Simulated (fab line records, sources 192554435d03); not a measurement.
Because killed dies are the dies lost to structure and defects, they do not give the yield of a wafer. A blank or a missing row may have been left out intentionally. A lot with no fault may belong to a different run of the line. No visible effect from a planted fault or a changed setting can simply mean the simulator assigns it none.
Which tool did it? + flow n5_finfet + 24 lots, 72 wafers sampled, at 5 steps of a route of 1938

WHAT THE GAUGES READ, wafer by wafer
N5_BEOL_M15_OVL_MEAS_29.
| lot  | measured     | on         | M15_OVL (nm) |
|------|--------------|------------|--------------|
| L074 | day 11 10:17 | overlay-01 | 7 3 7        |
| L075 | day 11 11:28 | overlay-02 | -4 4 -3      |
| L076 | day 11 18:52 | overlay-01 | -4 -5 -4     |
| L077 | day 12 00:10 | overlay-02 | 2 0 -4       |
| L078 | day 12 14:13 | overlay-02 | -1 1 1       |
| L079 | day 12 19:23 | overlay-01 | 1 3 3        |
| L080 | day 13 00:41 | overlay-01 | 3 -3 4       |
| L081 | day 13 16:12 | overlay-01 | -4 -9 -10    |
| L082 | day 13 21:59 | overlay-01 | -2 1 -2      |
| L083 | day 14 01:11 | overlay-02 | 3 6 14       |
| L084 | day 14 04:55 | overlay-01 | -1 -2 -4     |
| L085 | day 14 06:10 | overlay-02 | 2 -6 -5      |
| L086 | day 14 21:52 | overlay-01 | 3 -2 -3      |
| L088 | day 15 03:40 | overlay-01 | -3 -4 4      |
| L087 | day 15 08:40 | overlay-01 | 0 2 5        |
| L089 | day 15 22:41 | overlay-01 | 0 5 4        |
| L090 | day 16 01:53 | overlay-02 | -1 5 -6      |
| L091 | day 16 04:47 | overlay-02 | -8 1 6       |
| L092 | day 16 16:05 | overlay-01 | -4 3 -5      |
| L094 | day 16 23:28 | overlay-01 | -2 1 2       |
| L095 | day 16 23:41 | overlay-01 | -1 11 -4     |
| L093 | day 17 05:55 | overlay-01 | -8 -4 -2     |
| L096 | day 17 15:52 | overlay-02 | 8 -1 5       |
| L097 | day 18 05:59 | overlay-02 | -1 2 3       |

N5_BEOL_M15_RS_MEAS_54: uses a four-point probe to measure.
| lot  | measured     | on            | M15_RS (ohm/sq)      |
|------|--------------|---------------|----------------------|
| L074 | day 11 14:17 | film_metro-01 | 0.0216 0.0220 0.0215 |
| L075 | day 11 14:42 | film_metro-02 | 0.0217 0.0207 0.0219 |
| L076 | day 11 21:22 | film_metro-02 | 0.0217 0.0215 0.0204 |
| L077 | day 12 05:31 | film_metro-02 | 0.0221 0.0216 0.0217 |
| L078 | day 12 20:08 | film_metro-02 | 0.0217 0.0223 0.0219 |
| L079 | day 12 22:50 | film_metro-02 | 0.0222 0.0220 0.0222 |
| L080 | day 13 06:48 | film_metro-02 | 0.0213 0.0217 0.0208 |
| L081 | day 13 22:10 | film_metro-01 | 0.0218 0.0215 0.0216 |
| L082 | day 14 02:43 | film_metro-02 | 0.0222 0.0216 0.0215 |
| L083 | day 14 04:04 | film_metro-02 | 0.0217 0.0221 0.0222 |
| L084 | day 14 09:13 | film_metro-02 | 0.0223 0.0224 0.0220 |
| L085 | day 14 09:57 | film_metro-01 | 0.0217 0.0222 0.0215 |
| L086 | day 15 00:30 | film_metro-01 | 0.0222 0.0212 0.0215 |
| L088 | day 15 06:32 | film_metro-02 | 0.0214 0.0208 0.0221 |
| L087 | day 15 12:54 | film_metro-01 | 0.0214 0.0214 0.0220 |
| L089 | day 16 02:11 | film_metro-02 | 0.0211 0.0223 0.0214 |
| L090 | day 16 09:32 | film_metro-02 | 0.0217 0.0218 0.0222 |
| L091 | day 16 09:46 | film_metro-02 | 0.0223 0.0223 0.0222 |
| L092 | day 16 18:30 | film_metro-01 | 0.0216 0.0210 0.0209 |
| L094 | day 17 03:38 | film_metro-02 | 0.0218 0.0212 0.0209 |
| L095 | day 17 04:17 | film_metro-01 | 0.0220 0.0219 0.0211 |
| L093 | day 17 08:52 | film_metro-02 | 0.0210 0.0209 0.0208 |
| L096 | day 17 23:31 | film_metro-02 | 0.0212 0.0213 0.0210 |
| L097 | day 18 09:26 | film_metro-02 | 0.0212 0.0219 0.0219 |

N5_MIM_BOT_LITHO_CD_MEAS_08 targets a cd of 3000 nm.
| lot  | measured     | on        | cd_nm (nm)           |
|------|--------------|-----------|----------------------|
| L074 | day 11 17:49 | cd_sem-03 | 3001.8 3004.0 2998.8 |
| L075 | day 11 17:59 | cd_sem-03 | 2997.9 2996.2 2998.9 |
| L076 | day 12 06:38 | cd_sem-01 | 2999.6 2999.5 3000.8 |
| L077 | day 12 10:32 | cd_sem-03 | 2998.4 2998.4 2997.5 |
| L078 | day 13 01:31 | cd_sem-01 | 2999.1 2999.2 2998.8 |
| L079 | day 13 02:15 | cd_sem-03 | 2999.1 3003.4 3001.3 |
| L080 | day 13 13:22 | cd_sem-01 | 2996.5 2999.5 3001.6 |
| L081 | day 14 02:58 | cd_sem-03 | 3002.8 3001.8 3000.7 |
| L082 | day 14 07:43 | cd_sem-01 | 3003.6 3000.0 2999.7 |
| L083 | day 14 09:58 | cd_sem-02 | 3002.7 2999.5 3002.2 |
| L084 | day 14 13:34 | cd_sem-01 | 2994.6 3002.8 3000.8 |
| L085 | day 14 13:43 | cd_sem-02 | 2995.2 2997.9 2996.9 |
| L086 | day 15 06:55 | cd_sem-03 | 2998.2 2998.3 2996.9 |
| L088 | day 15 12:08 | cd_sem-02 | 2994.9 2997.2 2995.3 |
| L087 | day 15 16:56 | cd_sem-03 | 2996.2 2999.4 2996.7 |
| L089 | day 16 15:03 | cd_sem-02 | 3004.0 3002.0 3000.6 |
| L090 | day 16 15:16 | cd_sem-03 | 3001.1 2997.8 2996.8 |
| L091 | day 16 15:19 | cd_sem-02 | 3000.2 2998.9 2997.2 |
| L092 | day 16 22:16 | cd_sem-01 | 2996.7 2996.4 2996.8 |
| L094 | day 17 08:41 | cd_sem-03 | 3002.3 3001.6 2997.1 |
| L095 | day 17 09:31 | cd_sem-01 | 3000.1 3004.1 3000.6 |
| L093 | day 17 13:49 | cd_sem-01 | 3001.0 2995.9 3000.7 |
| L096 | day 18 03:31 | cd_sem-03 | 3004.6 2999.2 3002.1 |
| L097 | day 18 14:49 | cd_sem-01 | 2998.4 2997.7 2996.8 |

EACH LOT AND THE TOOL THAT RAN IT (in order: tool; ch and the chambers of the sampled wafers; start)
| lot  | N5_BEOL_M15_ETCH_57                | N5_MIM_TOP_ETCH_STRIP_01           |
|------|------------------------------------|------------------------------------|
| L074 | rie_diel-06 ch 1,3, day 11 09:21   | rie_diel-06 ch 0,2,3, day 11 17:15 |
| L075 | rie_diel-06 ch 1,2,3, day 11 10:39 | rie_diel-03 ch 0,1,3, day 11 17:25 |
| L076 | rie_diel-03 ch 0,1,3, day 11 17:57 | rie_diel-06 ch 0,1,2, day 12 06:05 |
| L077 | rie_diel-06 ch 1,2, day 11 23:22   | rie_diel-06 ch 0,3, day 12 09:59   |
| L078 | rie_diel-03 ch 0,1,3, day 12 13:25 | rie_diel-05 ch 0,2, day 13 00:58   |
| L079 | rie_diel-03 ch 0,1,2, day 12 18:27 | rie_diel-05 ch 2,3, day 13 01:49   |
| L080 | rie_diel-06 ch 1,2,3, day 12 23:45 | rie_diel-06 ch 1,2,3, day 13 12:57 |
| L081 | rie_diel-03 ch 0,1,2, day 13 15:16 | rie_diel-06 ch 0,1,2, day 14 02:25 |
| L082 | rie_diel-06 ch 0,1,3, day 13 21:11 | rie_diel-03 ch 0,3, day 14 07:17   |
| L083 | rie_diel-03 ch 2,3, day 14 00:14   | rie_diel-03 ch 0,2,3, day 14 09:32 |
| L084 | rie_diel-06 ch 0,1,2, day 14 03:59 | rie_diel-06 ch 0,1,2, day 14 13:01 |
| L085 | rie_diel-03 ch 2,3, day 14 05:22   | rie_diel-03 ch 2,3, day 14 13:02   |
| L086 | rie_diel-06 ch 0,2, day 14 20:56   | rie_diel-05 ch 1,2,3, day 15 06:22 |
| L088 | rie_diel-03 ch 0,1,3, day 15 02:44 | rie_diel-06 ch 2,3, day 15 11:35   |
| L087 | rie_diel-03 ch 0,2, day 15 07:44   | rie_diel-05 ch 0,1,3, day 15 16:23 |
| L089 | rie_diel-05 ch 1,3, day 15 21:44   | rie_diel-06 ch 1,2, day 16 14:35   |
| L090 | rie_diel-03 ch 1,2,3, day 16 01:05 | rie_diel-03 ch 0,2,3, day 16 14:50 |
| L091 | rie_diel-05 ch 1,3, day 16 03:58   | rie_diel-03 ch 0,2,3, day 16 14:53 |
| L092 | rie_diel-06 ch 1,2, day 16 15:09   | rie_diel-06 ch 1,2,3, day 16 21:50 |
| L094 | rie_diel-05 ch 0,1,3, day 16 22:40 | rie_diel-06 ch 0,1,3, day 17 08:07 |
| L095 | rie_diel-06 ch 1,2, day 16 22:53   | rie_diel-05 ch 0,1,3, day 17 09:04 |
| L093 | rie_diel-03 ch 1,2,3, day 17 05:07 | rie_diel-06 ch 0,1,2, day 17 13:15 |
| L096 | rie_diel-05 ch 0,3, day 17 14:56   | rie_diel-05 ch 0,1,2, day 18 02:57 |
| L097 | rie_diel-06 ch 1,3, day 18 05:11   | rie_diel-03 ch 0,1,2, day 18 14:24 |
- N5_BEOL_M15_ETCH_57: etches SOC in N2/H2, time 750 s.
- N5_MIM_TOP_ETCH_STRIP_01: strips in O2.

AS READ BY THE TOOLS THEMSELVES (means over the sampled wafers that have a number; for cases with no such wafer, the mark the record gives instead)
N5_BEOL_M15_ETCH_57.
| lot  | tool        | drypump_motor_current_A (A) | h2_flow_sccm (sccm) | oes_product_au (a.u.) | rf_vpp_V (V) | showerhead_plenum_p_Torr (Torr) | throttle_valve_pct (%) |
|------|-------------|-----------------------------|---------------------|-----------------------|--------------|---------------------------------|------------------------|
| L074 | rie_diel-06 | 5.5                         | 200.3               | 0.69                  | 523.9        | 2.54                            | 17.6                   |
| L075 | rie_diel-06 | 5.9                         | 200.5               | 0.71                  | 522.5        | 2.48                            | 17.7                   |
| L076 | rie_diel-03 | 6.1                         | 200.4               | 0.68                  | 525.1        | 2.64                            | 18.2                   |
| L077 | rie_diel-06 | 6.4                         | 200.3               | 0.73                  | 522.3        | 2.49                            | 17.8                   |
| L078 | rie_diel-03 | 6.1                         | 199.9               | 0.67                  | 525.4        | 2.63                            | 18.2                   |
| L079 | rie_diel-03 | 6.0                         | 199.9               | 0.70                  | 524.6        | 2.61                            | 18.1                   |
| L080 | rie_diel-06 | 5.9                         | 200.6               | 0.71                  | 522.2        | 2.48                            | 17.8                   |
| L081 | rie_diel-03 | 6.0                         | 199.8               | 0.70                  | 524.8        | 2.61                            | 18.1                   |
| L082 | rie_diel-06 | 5.5                         | 200.0               | 0.68                  | 523.5        | 2.53                            | 17.7                   |
| L083 | rie_diel-03 | 5.8                         | 200.0               | 0.90                  | 524.9        | 2.61                            | 18.1                   |
| L084 | rie_diel-06 | 6.1                         | 200.6               | 0.70                  | 524.4        | 2.55                            | 17.8                   |
| L085 | rie_diel-03 | 5.8                         | 200.0               | 0.89                  | 526.1        | 2.61                            | 18.1                   |
| L086 | rie_diel-06 | 6.4                         | 199.0               | 0.72                  | 521.8        | 2.49                            | 17.9                   |
| L088 | rie_diel-03 | 6.1                         | 199.8               | 0.85                  | 526.0        | 2.63                            | 18.0                   |
| L087 | rie_diel-03 | 5.8                         | 200.0               | 0.69                  | 524.9        | 2.61                            | 18.1                   |
| L089 | rie_diel-05 | 5.4                         | 199.9               | 0.74                  | 524.5        | 2.59                            | 18.0                   |
| L090 | rie_diel-03 | 6.0                         | 199.9               | 0.85                  | 523.8        | 2.60                            | 18.0                   |
| L091 | rie_diel-05 | 5.4                         | 199.7               | 0.74                  | 524.8        | 2.59                            | 18.0                   |
| L092 | rie_diel-06 | 6.0                         | 200.1               | 0.87                  | 523.1        | 2.53                            | 17.5                   |
| L094 | rie_diel-05 | 5.5                         | 200.3               | 0.75                  | 525.2        | 2.58                            | 17.8                   |
| L095 | rie_diel-06 | 6.0                         | 199.6               | 0.87                  | 523.7        | 2.53                            | 17.5                   |
| L093 | rie_diel-03 | 6.0                         | 199.8               | 0.84                  | 524.1        | 2.60                            | 18.0                   |
| L096 | rie_diel-05 | 5.8                         | 200.1               | 0.80                  | 523.8        | 2.53                            | 17.7                   |
| L097 | rie_diel-06 | 5.4                         | 200.0               | 0.91                  | 528.0        | 2.66                            | 17.2                   |

N5_MIM_TOP_ETCH_STRIP_01.
| lot  | tool        | drypump_motor_current_A (A) | oes_product_au (a.u.) | rf_vpp_V (V) | showerhead_plenum_p_Torr (Torr) | throttle_valve_pct (%) |
|------|-------------|-----------------------------|-----------------------|--------------|---------------------------------|------------------------|
| L074 | rie_diel-06 | 5.9                         | 0.72                  | 3.1          | 2.07                            | 16.81                  |
| L075 | rie_diel-03 | 6.1                         | 0.67                  | 5.0          | 2.15                            | 16.87                  |
| L076 | rie_diel-06 | 6.0                         | 0.69                  | 2.6          | 2.13                            | 16.79                  |
| L077 | rie_diel-06 | 5.4                         | 0.70                  | 3.7          | 2.06                            | 16.84                  |
| L078 | rie_diel-05 | 5.6                         | 0.72                  | 4.2          | 2.17                            | 16.55                  |
| L079 | rie_diel-05 | 6.3                         | 0.78                  | 4.7          | 2.14                            | 16.61                  |
| L080 | rie_diel-06 | 5.9                         | 0.71                  | 3.6          | 2.06                            | 16.79                  |
| L081 | rie_diel-06 | 6.1                         | 0.69                  | 2.8          | 2.12                            | 16.78                  |
| L082 | rie_diel-03 | 5.9                         | 0.87                  | 3.1          | 2.14                            | 16.67                  |
| L083 | rie_diel-03 | 5.8                         | 0.79                  | 3.3          | 2.13                            | 16.81                  |
| L084 | rie_diel-06 | 6.0                         | 0.70                  | 3.5          | 2.12                            | 16.77                  |
| L085 | rie_diel-03 | 5.7                         | 0.80                  | 2.9          | 2.13                            | 16.92                  |
| L086 | rie_diel-05 | 5.8                         | 0.75                  | 3.4          | 2.13                            | 16.69                  |
| L088 | rie_diel-06 | 5.7                         | 0.90                  | 1.9          | 2.17                            | 16.45                  |
| L087 | rie_diel-05 | 5.5                         | 0.76                  | 3.8          | 2.13                            | 16.65                  |
| L089 | rie_diel-06 | 6.4                         | 0.80                  | 4.6          | 2.06                            | 16.64                  |
| L090 | rie_diel-03 | 5.8                         | 0.78                  | 4.7          | 2.13                            | 16.84                  |
| L091 | rie_diel-03 | 5.8                         | 0.77                  | 3.2          | 2.13                            | 16.85                  |
| L092 | rie_diel-06 | 5.9                         | 0.87                  | 3.7          | 2.14                            | 16.49                  |
| L094 | rie_diel-06 | 5.6                         | 0.93                  | 2.8          | 2.20                            | 16.35                  |
| L095 | rie_diel-05 | 5.5                         | 0.73                  | 3.9          | 2.12                            | 16.65                  |
| L093 | rie_diel-06 | 6.0                         | 0.86                  | 4.9          | 2.11                            | 16.49                  |
| L096 | rie_diel-05 | 5.6                         | 0.89                  | 3.3          | 2.15                            | 16.41                  |
| L097 | rie_diel-03 | 6.0                         | 0.85                  | 3.8          | 2.12                            | 16.63                  |

THE ANSWER, worked out from the rows above alone
Rule: usual is defined by the lots themselves. The widest of any qualifying gaps counts: lots, ordered by their means at a reading, are off when they make up no more than a third of the lots, leave a main group of 4 or more, and stand apart from it by 3 or more times the standard deviation of that group's means. If all means in a main group match to the digits the tables above print for the reading, that group is not used. A lot without any number at a reading at which 4 lots or more have one is off too. Where the step has rows for the other lots, those lots are counted as sound. Order of review: gauges by route order, followed by the tools' own readings, for which a lot's mean as printed above is used. At the first step where some lot is off, the reading lying furthest off is the one used; lots without a number count as furthest.
None of the lots is off at any reading shown; this tells nothing.

WHAT THE SIMULATOR HAD INSERTED
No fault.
